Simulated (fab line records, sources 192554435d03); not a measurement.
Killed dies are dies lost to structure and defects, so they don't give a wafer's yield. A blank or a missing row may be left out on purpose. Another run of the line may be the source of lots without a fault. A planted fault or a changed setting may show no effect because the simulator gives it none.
fab line records	flow n5_finfet
record lots=15	wafers=45	last_day=18
route steps=1938 shown MIM_BOT_LITHO@1862 MIM_BOT_ETCH@1866 TV_LITHO@1881
lots that met no fault: from a run of the same line without faults
start_h: start of the lot's first displayed wafer, in hours after the record's first day	wait_h: time in hours since the lot's previous step	" as in the row above	L1.1+2: several wafers, shown together as one row	- value missing, or start not given	* or withheld: withheld	< > ~ a bound
route shown NAME@n: names a module that has steps shown in the file, with the first one's number in the route	usual: mean and standard deviation over wafers with no fault	same: alike in all rows	chamber/n: place in a boat	sites: per-site readings	_std_site: standard deviation across them	_edge_site: mean of outer sites minus mean of inner sites	radius_mm: how far each site lies from the wafer's centre	mask NAME#n: copy n	behind: tool/chamber where the wafer was last shaped	hold: the reason the lot was held/the length of the hold in hours/how it ended	device: the n, p or np transistor that did not switch	end of line: at the end of the route, the tests of the same wafers	a step without rows: its recipe alone	killed: not the wafer's yield, but the dies lost to structure and defects at the first sort	map: the dies of a wafer, with x for killed, . for not killed, _ for no die there
set.NAME: the setting the step ran with; set.NAME@STEP: the setting that earlier step ran with	model.NAME: the simulator's own value behind a step, which no gauge read
one table for each step of the route and one row for each wafer, over a sample of lots
services: a tool's chamber out of use, with start hour (start_h, from the record's first day; less than 0 if before it), hours out, and reason
## steps
# step N5_MIM_BOT_LITHO_CD_MEAS_08
# recipe target_cd_nm=3000	landing_energy_ev=500	detector=se_inlens	polarity=opening
# usual cd_nm=2999.9/1.5
lot.wafer	tool	chamber	start_h	wait_h	cd_nm
L784.3	cd_sem-02	0	269.63	-	3001.0
L784.4	"	0	"	"	3002.3
L784.6	"	0	"	"	3002.1
L785.1	cd_sem-03	0	280.51	-	2999.7
L785.2	"	0	"	"	3001.7
L785.4	"	0	"	"	2999.4
L788.1	cd_sem-02	0	297.13	-	3002.5
L788.3	"	0	"	"	2999.8
L788.6	"	0	"	"	3000.0
L787.1	cd_sem-03	0	299.08	-	2998.5
L787.3	"	0	"	"	2999.9
L787.5	"	0	"	"	3000.1
L794.1	cd_sem-02	0	324.98	-	2999.7
L794.4	"	0	"	"	2999.4
L794.6	"	0	"	"	2999.7
L795.2	cd_sem-02	0	333.90	-	3001.9
L795.3	"	0	"	"	3000.7
L795.6	"	0	"	"	3002.0
L796.2	cd_sem-01	0	338.12	-	3001.5
L796.5	"	0	"	"	3002.9
L796.6	"	0	"	"	3002.9
L797.1	cd_sem-01	0	350.55	-	3001.6
L797.2	"	0	"	"	3000.5
L797.6	"	0	"	"	2999.8
L800.2	cd_sem-01	0	359.69	-	3000.8
L800.3	"	0	"	"	2997.6
L800.4	"	0	"	"	2997.1
L801.1	cd_sem-01	0	375.21	-	2998.0
L801.2	"	0	"	"	2999.7
L801.4	"	0	"	"	2998.4
L803.1	cd_sem-01	0	378.20	-	2999.7
L803.3	"	0	"	"	2998.1
L803.4	"	0	"	"	2999.4
L805.2	cd_sem-02	0	392.01	-	3001.9
L805.3	"	0	"	"	3001.1
L805.4	"	0	"	"	2999.2
L802.3	cd_sem-01	0	393.78	-	3001.3
L802.5	"	0	"	"	2999.0
L802.6	"	0	"	"	3001.2
L806.2	cd_sem-03	0	396.99	-	3000.3
L806.3	"	0	"	"	3000.3
L806.4	"	0	"	"	3000.5
L807.2	cd_sem-01	0	417.79	-	3000.1
L807.4	"	0	"	"	3000.1
L807.5	"	0	"	"	3001.7
# step N5_MIM_BOT_ETCH_ETCH_04
# recipe chemistry=CF4/O2	target=SiNx	target_depth_a=260	time_s=13	ion_energy_ev=100	pressure_mtorr=40	source_w=535	bias_w=49	Ar_flow_sccm=100	cf4_flow_sccm=100	O2_flow_sccm=10
# usual drypump_motor_current_A=5.8/0.49	mfc_ar_sccm=99.95/0.29	oes_product_au=0.80/0.074	rf_vpp_V=240.8/2.4	showerhead_plenum_p_Torr=2.21/0.076	throttle_valve_pct=15.96/0.26
lot.wafer	tool	chamber	start_h	wait_h	drypump_motor_current_A	mfc_ar_sccm	oes_product_au	rf_hours_counter_h	rf_vpp_V	showerhead_plenum_p_Torr	throttle_valve_pct
L784.3	rie_diel-04	3	269.99	0.0	5.8	99.87	0.82	56	240.1	2.23	15.87
L784.4	"	0	"	"	6.6	99.44	0.97	1	245.2	2.34	15.50
L784.6	"	3	"	"	5.9	99.63	0.83	-	240.8	2.23	15.86
L785.1	rie_diel-06	1	280.66	0.0	6.0	99.67	0.69	232	238.1	2.10	16.04
L785.2	"	3	"	"	5.4	99.86	0.80	78	238.4	2.15	15.63
L785.4	"	0	"	"	5.3	99.84	0.79	119	244.5	2.31	16.15
L788.1	rie_diel-06	0	297.29	0.0	5.3	100.07	0.79	125	244.2	2.31	16.15
L788.3	"	1	"	"	6.0	100.32	0.69	237	240.1	2.09	16.04
L788.6	"	3	"	"	5.4	99.82	0.79	-	238.1	2.15	15.64
L787.1	rie_diel-05	2	299.24	0.0	5.1	100.14	0.86	51	241.8	2.15	15.72
L787.3	"	1	"	"	5.9	100.24	0.83	90	240.7	2.14	15.98
L787.5	"	2	"	"	5.1	99.79	0.85	-	242.3	2.15	15.73
L794.1	rie_diel-04	1	325.76	0.0	5.3	100.04	0.76	127	243.7	2.30	16.15
L794.4	"	0	"	"	6.6	100.02	0.91	21	241.9	2.34	15.54
L794.6	"	3	"	"	5.8	100.48	0.81	-	240.0	2.23	15.90
L795.2	rie_diel-04	1	334.21	0.0	5.3	100.26	0.77	131	243.6	2.30	16.13
L795.3	"	0	"	"	6.6	100.75	0.92	24	242.1	2.34	15.52
L795.6	"	2	"	"	5.5	99.73	0.69	-	239.5	2.19	16.43
L796.2	rie_diel-04	3	338.54	0.0	5.9	99.80	0.81	82	239.0	2.22	15.92
L796.5	"	2	"	"	5.5	100.47	0.68	-	240.7	2.19	16.44
L796.6	"	3	"	"	5.8	99.76	0.80	-	241.1	2.22	15.91
L797.1	rie_diel-04	2	350.83	0.0	5.5	99.55	0.68	241	239.1	2.19	16.42
L797.2	"	1	"	"	5.3	100.02	0.76	136	243.0	2.30	16.14
L797.6	"	0	"	"	6.7	99.96	0.90	-	241.9	2.33	15.55
L800.2	rie_diel-05	2	359.84	0.0	5.1	100.25	0.82	75	241.0	2.14	15.76
L800.3	"	3	"	"	6.6	99.68	0.70	214	240.1	2.19	16.21
L800.4	"	1	"	"	5.9	99.98	0.80	114	239.1	2.13	16.05
L801.1	rie_diel-05	1	376.48	0.0	5.9	99.71	0.79	123	239.1	2.12	16.06
L801.2	"	2	"	"	5.1	100.60	0.80	82	240.9	2.14	15.79
L801.4	"	3	"	"	6.6	100.37	0.70	220	242.0	2.19	16.22
L803.1	rie_diel-06	0	378.50	0.0	5.3	99.89	0.76	153	243.4	2.30	16.21
L803.3	"	1	"	"	6.0	100.36	1.03	2	244.0	2.35	15.61
L803.4	"	3	"	"	5.4	100.11	0.76	112	239.3	2.14	15.70
L805.2	rie_diel-05	1	392.16	0.0	5.9	99.63	0.78	128	239.2	2.12	16.05
L805.3	"	0	"	"	6.0	100.28	0.79	98	236.3	2.14	16.16
L805.4	"	2	"	"	5.1	99.89	0.80	87	243.1	2.14	15.78
L802.3	rie_diel-06	2	393.93	0.0	5.7	99.60	0.79	84	237.4	2.14	15.83
L802.5	"	1	"	"	6.0	100.22	0.98	-	243.8	2.35	15.62
L802.6	"	2	"	"	5.7	99.83	0.79	-	240.3	2.14	15.83
L806.2	rie_diel-04	1	397.14	0.0	5.3	100.11	0.75	149	242.1	2.29	16.17
L806.3	"	0	"	"	6.7	99.58	0.87	43	241.7	2.33	15.57
L806.4	"	0	"	"	6.6	99.31	0.86	-	241.8	2.33	15.57
L807.2	rie_diel-05	2	417.99	0.0	5.1	100.38	0.80	95	241.7	2.14	15.79
L807.4	"	0	"	"	6.0	99.59	0.78	107	235.2	2.14	16.17
L807.5	"	2	"	"	5.1	100.26	0.79	-	240.8	2.14	15.80
# step N5_PASSIVATION_DEVELOP_09
# recipe develop_time_s=60	rinse_liquid=diw	dry=air_spin	dev_temp_c=21
# usual chill_plate_temp_C=22.99/0.1	develop_time_s=60/0	developer_temp_C=21.01/0.11
lot.wafer	tool	chamber	start_h	wait_h	chill_plate_temp_C	develop_time_s	developer_temp_C
L784.3	litho_track-02	0	273.05	-	22.82	60	21.04
L784.4	"	0	"	"	23.01	60	21.12
L784.6	"	0	"	"	23.08	60	21.22
L785.1	litho_track-05	0	285.62	-	22.93	60	21.11
L785.2	"	0	"	"	22.87	60	21.02
L785.4	"	0	"	"	22.97	60	21.01
L788.1	litho_track-01	0	302.89	-	23.02	60	21.29
L788.3	"	0	"	"	23.18	60	21.06
L788.6	"	0	"	"	22.93	60	21.17
L787.1	litho_track-02	0	309.83	-	22.83	60	21.02
L787.3	"	0	"	"	22.83	60	20.95
L787.5	"	0	"	"	22.98	60	20.94
L794.1	litho_track-02	-	327.14	-	-	-	-
L794.4	"	-	"	"	-	-	-
L794.6	"	-	"	"	-	-	-
L795.2	litho_track-02	-	335.44	-	-	-	-
L795.3	"	-	"	"	-	-	-
L795.6	"	-	"	"	-	-	-
L796.2	litho_track-05	-	339.84	-	-	-	-
L796.5	"	-	"	"	-	-	-
L796.6	"	-	"	"	-	-	-
L797.1	litho_track-01	0	352.57	-	23.06	60	20.74
L797.2	"	0	"	"	22.92	60	20.99
L797.6	"	0	"	"	22.96	60	20.75
L800.2	litho_track-01	0	361.08	-	22.81	60	20.98
L800.3	"	0	"	"	23.08	60	20.99
L800.4	"	0	"	"	23.01	60	21.11
L801.1	litho_track-02	0	382.45	-	23.01	60	21.15
L801.2	"	0	"	"	23.06	60	21.05
L801.4	"	0	"	"	22.83	60	21.01
L803.1	litho_track-02	0	382.61	-	23.15	60	21.02
L803.3	"	0	"	"	23.07	60	20.97
L803.4	"	0	"	"	22.94	60	20.99
L805.2	litho_track-02	0	394.19	-	22.94	60	20.83
L805.3	"	0	"	"	23.13	60	20.96
L805.4	"	0	"	"	22.98	60	20.91
L802.3	litho_track-02	0	395.19	-	22.99	60	20.99
L802.5	"	0	"	"	23.21	60	20.96
L802.6	"	0	"	"	23.12	60	20.83
L806.2	litho_track-02	0	398.52	-	23.09	60	21.01
L806.3	"	0	"	"	22.96	60	21.10
L806.4	"	0	"	"	23.03	60	21.05
L807.2	litho_track-02	0	419.47	-	23.12	60	20.94
L807.4	"	0	"	"	23.06	60	20.81
L807.5	"	0	"	"	23.19	60	21.07
# step N5_PASSIVATION_OVL_MEAS_60
# recipe points_per_wafer=44
# usual TV_OVL=-7/5
lot.wafer	tool	chamber	start_h	wait_h	TV_OVL[nm]
L784.3	overlay-02	0	273.19	0.0	-8
L784.4	"	0	"	"	-1
L784.6	"	0	"	"	-4
L785.1	overlay-02	0	285.77	0.0	-15
L785.2	"	0	"	"	-6
L785.4	"	0	"	"	-13
L788.1	overlay-02	0	303.04	0.0	-10
L788.3	"	0	"	"	-11
L788.6	"	0	"	"	-5
L787.1	overlay-02	0	309.97	0.0	-10
L787.3	"	0	"	"	-2
L787.5	"	0	"	"	-9
L794.1	overlay-01	0	327.29	0.0	-
L794.4	"	0	"	"	-
L794.6	"	0	"	"	-
L795.2	overlay-01	0	335.59	0.0	-
L795.3	"	0	"	"	-
L795.6	"	0	"	"	-
L796.2	overlay-01	0	339.98	0.0	-
L796.5	"	0	"	"	-
L796.6	"	0	"	"	-
L797.1	overlay-01	0	352.71	0.0	-3
L797.2	"	0	"	"	-3
L797.6	"	0	"	"	-10
L800.2	overlay-02	0	361.23	0.0	-7
L800.3	"	0	"	"	-8
L800.4	"	0	"	"	-10
L801.1	overlay-02	0	382.60	0.0	-12
L801.2	"	0	"	"	-1
L801.4	"	0	"	"	-10
L803.1	overlay-02	0	382.76	0.0	7
L803.3	"	0	"	"	0
L803.4	"	0	"	"	-3
L805.2	overlay-02	0	394.33	0.0	-6
L805.3	"	0	"	"	-11
L805.4	"	0	"	"	-10
L802.3	overlay-01	0	395.34	0.0	-8
L802.5	"	0	"	"	-13
L802.6	"	0	"	"	-8
L806.2	overlay-02	0	398.67	0.0	-20
L806.3	"	0	"	"	-10
L806.4	"	0	"	"	-10
L807.2	overlay-02	0	419.62	0.0	-6
L807.4	"	0	"	"	1
L807.5	"	0	"	"	-2
## services
tool	chamber	start_h	hours	kind
rie_diel-04	0	247.04	-	clean
rie_diel-04	0	247.04	-	consumable_replace:focus_ring
rie_diel-04	0	247.04	-	consumable_replace:showerhead
rie_diel-04	0	247.04	19.1	scheduled_down
rie_diel-04	0	247.04	19.1	vent_cycle
rie_diel-05	-	270.27	0.2	repair
rie_diel-04	3	294.87	1.6	repair
rie_diel-04	0	297.11	5.5	repair
rie_diel-06	1	343.84	-	clean
rie_diel-06	1	343.84	-	consumable_replace:focus_ring
rie_diel-06	1	343.84	-	consumable_replace:showerhead
rie_diel-06	1	343.84	30.5	scheduled_down
rie_diel-06	1	343.84	30.5	vent_cycle
rie_diel-04	2	385.02	-	clean
rie_diel-04	2	385.02	-	consumable_replace:focus_ring
rie_diel-04	2	385.02	27.7	scheduled_down
rie_diel-04	2	385.02	27.7	vent_cycle
## key
first_sign step=N5_PASSIVATION_DEVELOP_09	reading=tool_record	direction=missing
effect none on later readings
met_at N5_PASSIVATION_DEVELOP_09
struck_lots L794,L795,L796
later_rows_left_out L794.1,L794.4,L794.6,L795.2,L795.3,L795.6,L796.2,L796.5,L796.6
sort_left_out L794.1,L794.4,L794.6,L795.2,L795.3,L795.6,L796.2,L796.5,L796.6
not_acting_at N5_MIM_BOT_LITHO_CD_MEAS_08,N5_MIM_BOT_ETCH_ETCH_04,N5_PASSIVATION_OVL_MEAS_60
onset_between 309.83 327.14
fault kind=skipped_step_whole	tool=litho_track-02,litho_track-05	chamber=-	onset_h=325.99	steps=N5_PASSIVATION_DEVELOP_09	scope=struck_lots_only
# sort_left_out: the simulated sort isn't trusted on such a fault, so these wafers' sort isn't shown, and their yield isn't known
# later_rows_left_out: the simulator's readings of these wafers behind a module that went badly wrong aren't trusted and aren't shown, but for the sort
